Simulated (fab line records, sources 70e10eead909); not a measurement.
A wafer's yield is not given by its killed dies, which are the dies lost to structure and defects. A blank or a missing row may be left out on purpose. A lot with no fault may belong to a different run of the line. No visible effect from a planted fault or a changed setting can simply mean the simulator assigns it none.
Code-filled problem report in 8D (eight disciplines) form ; flow nand-harc ; the parts of the form that need people (team, actions taken, sign-off) are left out

1. WHAT WENT WRONG
cd-nm at NHARC_A_M0_CD_MEAS_09 reads a mean of 92.6 nm on 6 wafers of 2 lots; wafers without a fault read 80.2 nm with a standard deviation of 0.93. That puts it +13 standard deviations away from the usual mean.
The step: target cd 80 nm.
The first sign was on wafer L379.2 at day 30 02:32, on cd-sem-02. The record holds 42 wafers of 14 lots with a number at this step. By rule, "out" or "out of limits" means more than 4 standard deviations away from the usual mean. The other wafers with a number count as sound.

2. WHAT IT IS; WHAT IT IS NOT
question;is;is not
which readings at this step;cd-nm;-
which lots;L379, L381;L361, L362, L363, L364, L365, L366, L367, L369, L370, L372, L383, L384
which wafers of those lots;all that have a number;-
read on which gauges;cd-sem-02, cd-sem-03;cd-sem-01
when;from day 30 02:32;"up to then (30 sound wafers); but 6 sound wafers of L383, L384 came after"

3. WHAT RULES OUT EACH SUSPECT
Counting: a tool at any process step up to the reading remains a suspect when it ran all the lots that are out and ran no sound lot after the first of those.
- the gauge at NHARC_A_M0_CD_MEAS_09: ruled out. The wafers that are out were read on 2 gauges (cd-sem-02, cd-sem-03).
- cvd-w-02 at NHARC_A_CONTACT_CVD_19 (deposits W, target thk 300 nm, time 802 s): ruled out as a lasting fault. After its first lot that is out, L379 (day 30 02:24), sound lots L384 ran on it. NHARC_A_CONTACT_CVD_19: start missing for some lots; hours and lot order therefore follow NHARC_A_M0_EXPOSE_06.
- arfi-scanner-02 at NHARC_A_M0_EXPOSE_06 (exposes mask A M0, target cd 80 nm): kept. It processed each lot that is out, first L379 at day 30 02:24, and no sound lot thereafter; up to then, the last sound lot it processed was L370 at day 26 15:31. Out on those wafers are its own readings of exposure-dose-mJ-cm2.
The count leaves arfi-scanner-02 at NHARC_A_M0_EXPOSE_06.

4. THE CAUSE (what the simulator had put in)
Process parameter drift: arfi-scanner-02, from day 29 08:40 on, at NHARC_A_M0_EXPOSE_06. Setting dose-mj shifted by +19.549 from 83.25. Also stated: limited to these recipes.
This tool alone remained once counting was done.

5. THE EFFECT CHAIN, in route order
One row per reading whose mean, taken over the struck wafers that have a number, lies over 3 standard deviations from the usual. Only readings whose record carries a usual standard deviation are examined. hours: median over the lots of the time between each lot's start at the first step of this table that gives one and its start at this step. sigmas: the change, counted in usual standard deviations.
hours;step;reading;usual;on struck wafers;change;sigmas
0;NHARC_A_M0_EXPOSE_06;exposure-dose-mJ-cm2;83.27;100.80;+17.53;+99 or more
0;NHARC_A_M0_CD_MEAS_09;cd-nm;80.2 nm;92.6;+12.4;+13
1;NHARC_A_M0_CD_MEAS_16;cd-nm;80.1 nm;92.5;+12.4;+10
Here are the process steps it includes:
- NHARC_A_M0_EXPOSE_06: exposes mask A M0, target cd 80 nm.

6. HOW IT WOULD HAVE BEEN CAUGHT EARLIER
The first out-of-limits reading at a measuring or inspecting step in this record came at day 30 02:32, 18 hours after the fault's start at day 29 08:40.
The tool's own readings at NHARC_A_M0_EXPOSE_06 were out on every struck wafer that the step has a row for (exposure-dose-mJ-cm2): an alarm limit on them would have fired on the first of those.
L381, from the lots that are out (2), started NHARC_A_M0_EXPOSE_06 on arfi-scanner-02 later than day 30 02:32. Putting the tool on hold at that point would have spared it.
